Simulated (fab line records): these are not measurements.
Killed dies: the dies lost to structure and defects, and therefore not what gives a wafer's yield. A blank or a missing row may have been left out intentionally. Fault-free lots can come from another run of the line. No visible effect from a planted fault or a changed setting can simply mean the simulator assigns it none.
fab line records	flow n5_finfet	part 1 of 2: steps 1 to 4 of 6
record lots=24	wafers=72	last_day=18
route steps=1938 shown BEOL_M8@1350 BEOL_M9@1434
lots with no fault: from the same line, run without faults
start_h: start of the lot's first displayed wafer, in hours after the record's first day	wait_h: time in hours since the lot's previous step	" the same as in the row above	L1.1+2: a row that stands for several wafers	- no value, or no start was given	* or withheld: withheld	< > ~ a bound
route shown NAME@n: names a module that has steps shown in the file, with the first one's number in the route	usual: mean/standard deviation of fault-free wafers	same: alike in all rows	chamber/n: place in a boat	sites: the reading at each site	_std_site: standard deviation of those values	_edge_site: inner sites' mean taken away from outer sites' mean	radius_mm: how far each site lies from the wafer's centre	mask NAME#n: copy n	behind: tool/chamber where the wafer was last shaped	hold: what put the lot on hold/how long, in hours/how the hold closed	device: whichever transistor did not switch (one of n, p or np)	end of line: at the end of the route, the tests of the same wafers	step lacking rows: just its recipe	killed: at the first sort, the dies lost to defects and structure; wafer yield is something else	map: per-die view of a wafer (x killed, . not killed, _ where there is no die)
set.NAME: the run value of the setting; set.NAME@STEP: its run value at that earlier step	model.NAME: the simulator's own value behind a step, which no gauge read
steps of the route over a sample of lots; a table a step, a row a wafer
services: from which hour (start_h, from the record's first day; less than 0 if before it) a tool's chamber was out of use, for how many hours, and why
## steps
# step N5_BEOL_M8_ETCH_62
# recipe chemistry=N2/H2	target=SOC	target_depth_a=1100	overetch_a=220	mask_material=SiARC	temp_c=40	time_s=165	ion_energy_ev=200	pressure_mtorr=30	source_w=840	bias_w=150	n2_flow_sccm=200	h2_flow_sccm=200
# usual drypump_motor_current_A=5.5/0.4	oes_product_au=0.69/0.066	rf_fwd_power_W=837.2/2.3	rf_vpp_V=525.5/2.8	showerhead_plenum_p_Torr=2.59/0.096	throttle_valve_pct=17.8/0.36
lot.wafer	tool	chamber	start_h	wait_h	drypump_motor_current_A	oes_product_au	rf_fwd_power_W	rf_hours_counter_h	rf_vpp_V	showerhead_plenum_p_Torr	throttle_valve_pct
L074.1	rie_diel-01	3	200.07	0.0	5.6	0.66	837.3	117	524.3	2.55	17.5
L074.5	"	2	"	"	5.9	0.81	841.8	-	528.3	2.69	17.6
L074.6	"	1	"	"	5.1	0.58	835.5	-	526.2	2.63	18.5
L075.3	rie_diel-03	3	208.15	0.0	5.4	0.69	840.0	96	528.0	2.65	17.5
L075.4	"	1	"	"	5.0	0.77	836.7	9	527.5	2.73	17.8
L075.6	"	3	"	"	5.4	0.68	837.4	-	528.2	2.65	17.5
L076.1	rie_diel-03	0	217.33	0.0	5.5	0.60	836.2	196	521.5	2.42	18.4
L076.3	"	1	"	"	5.0	0.78	839.6	12	528.7	2.73	17.7
L076.5	"	2	"	"	6.0	0.73	839.1	-	528.5	2.67	17.3
L078.1	rie_diel-05	0	220.64	0.0	4.7	0.72	831.6	55	526.1	2.59	17.5
L078.3	"	2	"	"	5.7	0.57	836.0	245	521.8	2.48	17.9
L078.5	"	0	"	"	4.7	0.72	839.5	-	525.6	2.59	17.4
L077.1	rie_diel-01	2	220.72	0.0	5.9	0.79	835.5	13	527.8	2.69	17.6
L077.4	"	3	"	"	5.6	0.65	839.0	125	523.6	2.54	17.5
L077.5	"	1	"	"	5.0	0.57	836.4	-	525.8	2.62	18.5
L079.2	rie_diel-01	3	240.95	0.0	5.6	0.65	838.5	129	523.7	2.54	17.5
L079.3	"	1	"	"	5.0	0.57	838.9	245	526.1	2.62	18.5
L079.6	"	3	"	"	5.6	0.65	836.4	-	523.5	2.54	17.5
L080.3	rie_diel-01	3	243.27	0.0	5.6	0.64	834.2	130	523.5	2.54	17.5
L080.5	"	1	"	"	5.1	0.58	833.6	-	525.8	2.62	18.4
L080.6	"	0	"	"	5.8	0.76	837.5	-	525.2	2.58	17.8
L081.1	rie_diel-03	0	252.08	0.0	5.5	0.60	837.3	209	520.6	2.42	18.4
L081.3	"	1	"	"	5.0	0.75	837.6	25	528.9	2.72	17.8
L081.6	"	1	"	"	5.1	0.75	838.0	-	529.6	2.72	17.8
L083.1	rie_diel-01	3	256.05	0.0	5.6	0.64	837.4	136	523.7	2.54	17.5
L083.2	"	0	"	"	5.8	0.75	834.1	37	524.5	2.58	17.8
L083.3	"	2	"	"	6.0	0.77	838.7	25	528.3	2.68	17.7
L082.1	rie_diel-03	1	272.74	0.0	5.0	0.75	836.6	28	526.5	2.72	17.8
L082.4	"	2	"	"	6.0	0.70	842.3	71	528.1	2.66	17.4
L082.5	"	0	"	"	5.5	0.59	841.9	-	520.2	2.41	18.4
L085.1	rie_diel-03	3	284.65	0.0	5.4	0.66	837.1	121	527.4	2.64	17.6
L085.3	"	2	"	"	6.0	0.70	837.1	77	526.9	2.66	17.4
L085.6	"	1	"	"	5.0	0.74	835.5	-	527.6	2.72	17.8
L086.1	rie_diel-01	3	290.00	0.0	5.6	0.64	835.2	151	524.0	2.53	17.5
L086.3	"	2	"	"	6.0	0.75	837.8	40	528.2	2.68	17.7
L086.4	"	0	"	"	5.8	0.73	836.6	51	525.1	2.57	17.8
L089.2	rie_diel-03	2	290.68	0.0	6.0	0.70	836.6	79	526.3	2.66	17.4
L089.3	"	1	"	"	5.0	0.72	833.8	37	529.3	2.71	17.8
L089.5	"	1	"	"	5.0	0.73	835.5	-	527.4	2.71	17.8
L088.3	rie_diel-01	2	291.19	0.0	5.9	0.75	836.5	41	529.5	2.68	17.7
L088.4	"	0	"	"	5.8	0.73	842.1	51	524.2	2.57	17.9
L088.5	"	3	"	"	5.6	0.64	832.8	-	523.7	2.53	17.5
L084.2	rie_diel-01	0	292.09	0.0	5.8	0.73	836.6	52	525.7	2.57	17.9
L084.4	"	3	"	"	5.6	0.63	836.0	152	524.9	2.53	17.5
L084.5	"	2	"	"	5.9	0.74	838.5	-	527.4	2.68	17.7
L087.1	rie_diel-03	2	292.18	0.0	6.0	0.69	835.4	80	528.1	2.66	17.4
L087.2	"	0	"	"	5.5	0.59	837.1	224	518.2	2.41	18.5
L087.5	"	3	"	"	5.4	0.66	840.8	-	527.0	2.64	17.6
L090.2	rie_diel-03	3	296.07	0.0	5.4	0.66	839.2	126	526.3	2.64	17.6
L090.5	"	0	"	"	5.5	0.59	839.0	-	520.6	2.41	18.5
L090.6	"	3	"	"	5.4	0.66	835.4	-	528.9	2.64	17.6
L092.1	rie_diel-03	3	324.09	0.0	5.4	0.65	835.8	138	525.9	2.63	17.6
L092.2	"	2	"	"	6.0	0.68	834.7	94	528.2	2.65	17.4
L092.5	"	0	"	"	5.5	0.58	837.5	-	520.5	2.40	18.5
L091.2	rie_diel-01	1	324.29	0.0	5.0	0.77	836.2	18	525.8	2.61	18.0
L091.5	"	2	"	"	5.9	0.73	838.0	-	527.7	2.67	17.7
L091.6	"	1	"	"	5.0	0.77	836.4	-	527.0	2.61	18.0
L093.3	rie_diel-03	2	329.74	0.0	6.0	0.68	839.6	96	526.2	2.65	17.4
L093.4	"	1	"	"	5.0	0.70	834.9	52	530.3	2.71	17.8
L093.6	"	2	"	"	6.0	0.68	836.7	-	527.0	2.65	17.4
L094.3	rie_diel-05	0	344.49	0.0	4.7	0.68	835.9	88	524.6	2.57	17.5
L094.4	"	2	"	"	5.7	0.81	835.3	10	523.6	2.47	17.6
L094.5	"	0	"	"	4.7	0.68	837.6	-	524.4	2.57	17.5
L095.1	rie_diel-05	1	344.75	0.0	5.6	0.65	833.3	163	519.4	2.42	17.9
L095.4	"	3	"	"	6.3	0.71	839.5	70	522.5	2.44	17.2
L095.6	"	3	"	"	6.3	0.72	836.4	-	522.5	2.44	17.2
L096.2	rie_diel-01	1	349.50	0.0	5.0	0.75	839.0	28	524.0	2.61	18.0
L096.3	"	0	"	"	5.8	0.70	837.9	74	526.1	2.56	17.9
L096.4	"	3	"	"	5.6	0.62	837.5	174	523.6	2.52	17.6
L097.1	rie_diel-03	3	352.62	0.0	5.4	0.64	836.6	150	526.8	2.63	17.6
L097.3	"	1	"	"	5.0	0.71	836.4	60	527.5	2.70	17.8
L097.6	"	2	"	"	6.0	0.68	837.6	-	526.2	2.65	17.4
# step N5_BEOL_M8_TRENCH_ETCH_37
# recipe chemistry=C4F6/O2	target_depth_a=934.78	target=SiCOH_lowk	time_s=31.2	ion_energy_ev=250	pressure_mtorr=30	source_w=345	bias_w=185	Ar_flow_sccm=300	C4F6_flow_sccm=10	O2_flow_sccm=10
# usual drypump_motor_current_A=5.5/0.45	oes_f_703_au=0.81/0.088	oes_product_au=0.81/0.082	rf_fwd_power_W=340.6/1.5	rf_vpp_V=669/20	showerhead_plenum_p_Torr=2.89/0.11	throttle_valve_pct=20.95/0.22
lot.wafer	tool	chamber	start_h	wait_h	drypump_motor_current_A	oes_f_703_au	oes_product_au	rf_fwd_power_W	rf_hours_counter_h	rf_vpp_V	showerhead_plenum_p_Torr	throttle_valve_pct
L074.1	rie_diel-01	3	-	-	5.6	0.76	0.77	339.2	118	674	2.87	20.72
L074.5	"	0	"	"	5.8	0.90	0.91	339.1	-	657	2.93	21.02
L074.6	"	1	"	"	5.1	0.71	0.68	342.5	-	634	2.93	21.35
L075.3	rie_diel-05	0	-	-	4.7	0.87	0.85	342.0	51	649	2.91	20.73
L075.4	"	1	"	"	5.6	0.77	0.78	341.2	126	702	2.73	20.92
L075.6	"	0	"	"	4.7	0.87	0.85	341.5	-	650	2.91	20.70
L076.1	rie_diel-05	3	-	-	6.3	0.87	0.88	341.2	37	686	2.83	20.63
L076.3	"	0	"	"	4.7	0.87	0.83	341.1	54	648	2.91	20.72
L076.5	"	1	"	"	5.6	0.78	0.78	341.6	-	704	2.73	20.93
L077.1	rie_diel-01	2	-	-	5.9	0.95	0.95	341.5	14	657	3.03	21.04
L077.4	"	3	"	"	5.6	0.75	0.76	338.9	126	674	2.86	20.72
L077.5	"	3	"	"	5.6	0.75	0.77	338.1	-	674	2.86	20.73
L078.1	rie_diel-03	3	-	-	5.4	0.75	0.78	339.8	101	695	2.99	20.93
L078.3	"	0	"	"	5.5	0.67	0.71	343.1	198	660	2.73	21.48
L078.5	"	3	"	"	5.4	0.76	0.79	340.9	-	694	2.99	20.93
L079.2	rie_diel-05	3	-	-	6.3	0.85	0.87	339.9	46	685	2.82	20.63
L079.3	"	1	"	"	5.6	0.77	0.77	340.0	138	704	2.73	20.92
L079.6	"	0	"	"	4.7	0.85	0.83	344.3	-	649	2.90	20.75
L080.3	rie_diel-03	1	-	-	5.0	0.92	0.89	335.2	22	677	3.03	20.88
L080.5	"	2	"	"	6.0	0.85	0.87	341.6	-	685	3.02	20.79
L080.6	"	3	"	"	5.4	0.75	0.77	340.8	-	693	2.98	20.93
L081.1	rie_diel-01	2	-	-	5.9	0.93	0.91	341.2	24	657	3.03	21.03
L081.3	"	1	"	"	5.0	0.70	0.66	339.4	249	636	2.92	21.36
L081.6	"	2	"	"	5.9	0.92	0.91	341.7	-	655	3.03	21.04
L083.1	rie_diel-05	3	-	-	6.3	0.85	0.86	342.2	51	686	2.82	20.64
L083.2	"	0	"	"	4.7	0.85	0.83	343.5	68	650	2.90	20.75
L083.3	"	1	"	"	5.6	0.76	0.76	340.6	144	701	2.72	20.95
L082.1	rie_diel-05	3	-	-	6.3	0.84	0.85	343.8	59	685	2.82	20.66
L082.4	"	1	"	"	5.6	0.76	0.76	340.3	-	702	2.72	20.97
L082.5	"	0	"	"	4.7	0.84	0.82	341.8	-	648	2.90	20.77
L085.1	rie_diel-03	0	-	-	5.5	0.65	0.69	342.0	221	660	2.71	21.51
L085.3	"	2	"	"	6.0	0.83	0.85	341.7	77	683	3.01	20.82
L085.6	"	2	"	"	6.0	0.84	0.84	339.6	-	683	3.01	20.82
L086.1	rie_diel-03	1	-	-	5.0	0.90	0.87	339.1	38	675	3.02	20.91
L086.3	"	0	"	"	5.5	0.65	0.69	342.6	224	659	2.71	21.52
L086.4	"	2	"	"	6.0	0.82	0.84	340.5	81	684	3.01	20.83
L088.3	rie_diel-01	3	-	-	5.6	0.74	0.74	338.8	153	672	2.85	20.77
L088.4	"	1	"	"	5.0	0.97	0.96	340.1	5	635	2.92	20.94
L088.5	"	1	"	"	5.0	0.96	0.97	339.5	-	635	2.92	20.95
L089.2	rie_diel-01	1	-	-	5.0	0.96	0.95	341.3	6	635	2.92	20.94
L089.3	"	2	"	"	5.9	0.89	0.89	340.3	43	656	3.02	21.06
L089.5	"	3	"	"	5.6	0.73	0.73	340.0	-	674	2.85	20.78
L087.1	rie_diel-01	1	-	-	5.0	0.96	0.97	340.4	6	636	2.92	20.93
L087.2	"	2	"	"	5.9	0.89	0.89	340.5	43	656	3.02	21.04
L087.5	"	3	"	"	5.6	0.73	0.74	339.5	-	673	2.85	20.77
L084.2	rie_diel-03	1	-	-	5.0	0.90	0.86	338.3	40	677	3.02	20.93
L084.4	"	3	"	"	5.4	0.73	0.75	339.0	126	694	2.98	20.95
L084.5	"	3	"	"	5.4	0.73	0.76	338.2	-	695	2.98	20.94
L090.2	rie_diel-01	1	-	-	5.0	0.96	0.95	340.9	7	635	2.92	20.93
L090.5	"	1	"	"	5.0	0.96	0.96	340.6	-	636	2.92	20.94
L090.6	"	0	"	"	5.8	0.83	0.86	340.6	-	656	2.91	21.07
L092.1	rie_diel-05	0	-	-	4.7	0.83	0.82	342.8	82	648	2.90	20.78
L092.2	"	2	"	"	5.8	1.03	1.00	342.7	4	639	2.76	20.69
L092.5	"	3	"	"	6.3	0.83	0.84	340.4	-	684	2.81	20.67
L091.2	rie_diel-01	2	-	-	5.9	0.87	0.86	340.1	55	656	3.01	21.08
L091.5	"	1	"	"	5.0	0.92	0.91	341.3	-	636	2.91	20.94
L091.6	"	0	"	"	5.8	0.82	0.83	340.4	-	656	2.91	21.09
L093.3	rie_diel-03	1	-	-	5.1	0.88	0.84	337.0	52	674	3.02	20.95
L093.4	"	0	"	"	5.5	0.64	0.68	342.1	240	659	2.71	21.53
L093.6	"	3	"	"	5.5	0.72	0.74	341.2	-	693	2.97	20.96
L094.3	rie_diel-03	0	-	-	5.5	0.64	0.67	339.5	247	659	2.70	21.53
L094.4	"	0	"	"	5.5	0.65	0.67	340.8	-	660	2.70	21.55
L094.5	"	3	"	"	5.4	0.71	0.73	338.8	-	692	2.97	20.97
L095.1	rie_diel-05	2	-	-	5.7	0.99	0.96	341.5	11	640	2.75	20.71
L095.4	"	0	"	"	4.7	0.83	0.81	341.7	89	647	2.89	20.78
L095.6	"	0	"	"	4.7	0.83	0.80	340.5	-	650	2.89	20.79
L096.2	rie_diel-05	3	-	-	6.3	0.82	0.84	340.9	74	684	2.81	20.69
L096.3	"	0	"	"	4.7	0.82	0.80	342.5	91	648	2.89	20.77
L096.4	"	2	"	"	5.7	0.99	0.96	342.8	13	638	2.75	20.71
L097.1	rie_diel-03	1	-	-	4.9	0.86	0.83	337.2	60	676	3.01	20.94
L097.3	"	0	"	"	5.5	0.64	0.67	341.1	250	660	2.70	21.55
L097.6	"	0	"	"	5.5	0.64	0.67	342.3	-	660	2.70	21.55
# step N5_BEOL_M8_SPUTTER_48
# recipe material=Cu	target_thk_a=100	temp_c=-20	bias_v=60	power_w=26000	chamber_pressure_pa=0.13	time_s=1.667
# usual chuck_gas_flow_sccm=1.26/0.051	throttle_valve_pct=29.9/1.1
lot.wafer	tool	chamber	start_h	wait_h	chuck_gas_flow_sccm	throttle_valve_pct
L074.1	pvd_sputter-02	-	204.68	0.2	1.33	28.7
L074.5	"	-	"	"	1.27	29.6
L074.6	"	-	"	"	1.39	29.6
L075.3	pvd_sputter-02	-	212.58	0.2	1.29	28.7
L075.4	"	-	"	"	1.37	31.5
L075.6	"	-	"	"	1.35	31.5
L076.1	pvd_sputter-02	-	221.40	0.2	1.30	29.9
L076.3	"	-	"	"	1.17	28.7
L076.5	"	-	"	"	1.30	31.6
L077.1	pvd_sputter-01	-	225.05	0.1	1.21	29.9
L077.4	"	-	"	"	1.19	30.9
L077.5	"	-	"	"	1.22	29.4
L078.1	pvd_sputter-02	-	225.08	0.1	1.23	28.9
L078.3	"	-	"	"	1.37	29.5
L078.5	"	-	"	"	1.27	28.6
L079.2	pvd_sputter-01	-	243.61	0.1	1.20	29.2
L079.3	"	-	"	"	1.29	29.8
L079.6	"	-	"	"	1.26	29.8
L080.3	pvd_sputter-03	-	247.52	0.1	1.30	31.9
L080.5	"	-	"	"	1.19	28.3
L080.6	"	-	"	"	1.28	31.7
L081.1	pvd_sputter-01	-	255.33	0.1	1.26	30.9
L081.3	"	-	"	"	1.29	29.6
L081.6	"	-	"	"	1.36	29.9
L083.1	pvd_sputter-02	-	258.65	0.1	1.32	29.3
L083.2	"	-	"	"	1.31	29.7
L083.3	"	-	"	"	1.28	31.4
L082.1	pvd_sputter-02	-	279.45	0.3	1.33	29.9
L082.4	"	-	"	"	1.09	28.5
L082.5	"	-	"	"	1.19	28.6
L085.1	pvd_sputter-02	-	287.79	0.1	1.20	31.6
L085.3	"	-	"	"	1.18	28.7
L085.6	"	-	"	"	1.25	28.6
L088.3	pvd_sputter-01	-	295.69	0.1	1.27	29.5
L088.4	"	-	"	"	1.21	31.1
L088.5	"	-	"	"	1.34	29.7
L086.1	pvd_sputter-01	-	295.77	0.1	1.28	31.1
L086.3	"	-	"	"	1.22	29.8
L086.4	"	-	"	"	1.26	29.7
L089.2	pvd_sputter-03	-	297.91	0.1	1.30	32.0
L089.3	"	-	"	"	1.31	28.1
L089.5	"	-	"	"	1.33	28.4
L087.1	pvd_sputter-03	-	298.21	0.1	1.27	28.6
L087.2	"	-	"	"	1.34	29.6
L087.5	"	-	"	"	1.20	31.9
L084.2	pvd_sputter-03	-	298.75	0.2	1.26	31.6
L084.4	"	-	"	"	1.19	29.6
L084.5	"	-	"	"	1.24	28.6
L090.2	pvd_sputter-03	-	299.23	0.1	1.29	28.5
L090.5	"	-	"	"	1.30	31.9
L090.6	"	-	"	"	1.25	28.6
L092.1	pvd_sputter-01	-	326.74	0.1	1.25	31.0
L092.2	"	-	"	"	1.27	30.0
L092.5	"	-	"	"	1.22	30.2
L091.2	pvd_sputter-01	-	327.26	0.4	1.28	29.8
L091.5	"	-	"	"	1.23	29.8
L091.6	"	-	"	"	1.25	29.6
L093.3	pvd_sputter-02	-	334.15	1.2	1.26	29.7
L093.4	"	-	"	"	1.23	31.6
L093.6	"	-	"	"	1.22	28.7
L094.3	pvd_sputter-03	-	349.78	0.2	1.20	28.5
L094.4	"	-	"	"	1.28	31.8
L094.5	"	-	"	"	1.34	28.7
L095.1	pvd_sputter-03	-	349.98	0.2	1.29	28.6
L095.4	"	-	"	"	1.33	31.8
L095.6	"	-	"	"	1.23	32.0
L096.2	pvd_sputter-01	-	353.66	0.2	1.22	30.2
L096.3	"	-	"	"	1.24	31.0
L096.4	"	-	"	"	1.13	29.7
L097.1	pvd_sputter-01	-	356.62	1.2	1.21	31.0
L097.3	"	-	"	"	1.32	29.7
L097.6	"	-	"	"	1.32	29.8
# step N5_BEOL_M8_ANNEAL_51
# recipe temp_c=225	time_s=90	ambient=N2
# usual wafer_temp_C_max=225.86/0.28
lot.wafer	tool	chamber	start_h	wait_h	wafer_temp_C_max
L074.1	rtp_anneal-01	0	204.89	0.1	225.61
L074.5	"	0	"	"	225.67
L074.6	"	0	"	"	225.70
L075.3	rtp_anneal-02	0	212.89	0.2	225.77
L075.4	"	0	"	"	225.65
L075.6	"	0	"	"	225.95
L076.1	rtp_anneal-02	0	222.12	0.5	225.75
L076.3	"	0	"	"	225.94
L076.5	"	0	"	"	226.26
L077.1	rtp_anneal-01	0	225.64	0.5	225.92
L077.4	"	0	"	"	226.09
L077.5	"	0	"	"	225.75
L078.1	rtp_anneal-02	0	225.66	0.4	225.95
L078.3	"	0	"	"	225.72
L078.5	"	0	"	"	226.23
L079.2	rtp_anneal-01	0	244.06	0.3	225.91
L079.3	"	0	"	"	225.60
L079.6	"	0	"	"	225.80
L080.3	rtp_anneal-02	0	247.82	0.1	225.77
L080.5	"	0	"	"	226.30
L080.6	"	0	"	"	226.07
L081.1	rtp_anneal-02	0	255.54	0.1	226.39
L081.3	"	0	"	"	226.28
L081.6	"	0	"	"	225.94
L083.1	rtp_anneal-01	0	258.86	0.1	225.99
L083.2	"	0	"	"	225.96
L083.3	"	0	"	"	226.05
L082.1	rtp_anneal-01	0	279.66	0.1	225.17
L082.4	"	0	"	"	225.56
L082.5	"	0	"	"	225.61
L085.1	rtp_anneal-02	0	288.08	0.2	225.94
L085.3	"	0	"	"	225.87
L085.6	"	0	"	"	225.68
L088.3	rtp_anneal-01	0	295.99	0.1	225.85
L088.4	"	0	"	"	225.59
L088.5	"	0	"	"	225.71
L086.1	rtp_anneal-01	0	296.17	0.3	225.70
L086.3	"	0	"	"	225.42
L086.4	"	0	"	"	225.66
L089.2	rtp_anneal-02	0	298.27	0.2	226.42
L089.3	"	0	"	"	226.13
L089.5	"	0	"	"	226.00
L087.1	rtp_anneal-01	0	298.43	0.1	226.02
L087.2	"	0	"	"	225.97
L087.5	"	0	"	"	225.73
L084.2	rtp_anneal-01	0	299.01	0.1	225.93
L084.4	"	0	"	"	225.72
L084.5	"	0	"	"	225.63
L090.2	rtp_anneal-02	0	299.49	0.1	226.19
L090.5	"	0	"	"	226.03
L090.6	"	0	"	"	226.02
L092.1	rtp_anneal-02	0	327.70	0.8	225.93
L092.2	"	0	"	"	225.99
L092.5	"	0	"	"	225.69
L091.2	rtp_anneal-02	0	328.28	0.9	226.10
L091.5	"	0	"	"	225.91
L091.6	"	0	"	"	226.47
L093.3	rtp_anneal-01	0	334.46	0.1	225.73
L093.4	"	0	"	"	225.71
L093.6	"	0	"	"	226.04
L094.3	rtp_anneal-02	0	350.25	0.3	226.20
L094.4	"	0	"	"	225.99
L094.5	"	0	"	"	226.01
L095.1	rtp_anneal-01	0	350.43	0.3	225.31
L095.4	"	0	"	"	225.31
L095.6	"	0	"	"	226.02
L096.2	rtp_anneal-01	0	353.92	0.1	225.75
L096.3	"	0	"	"	225.76
L096.4	"	0	"	"	225.80
L097.1	rtp_anneal-01	0	356.92	0.2	225.96
L097.3	"	0	"	"	225.67
L097.6	"	0	"	"	225.47
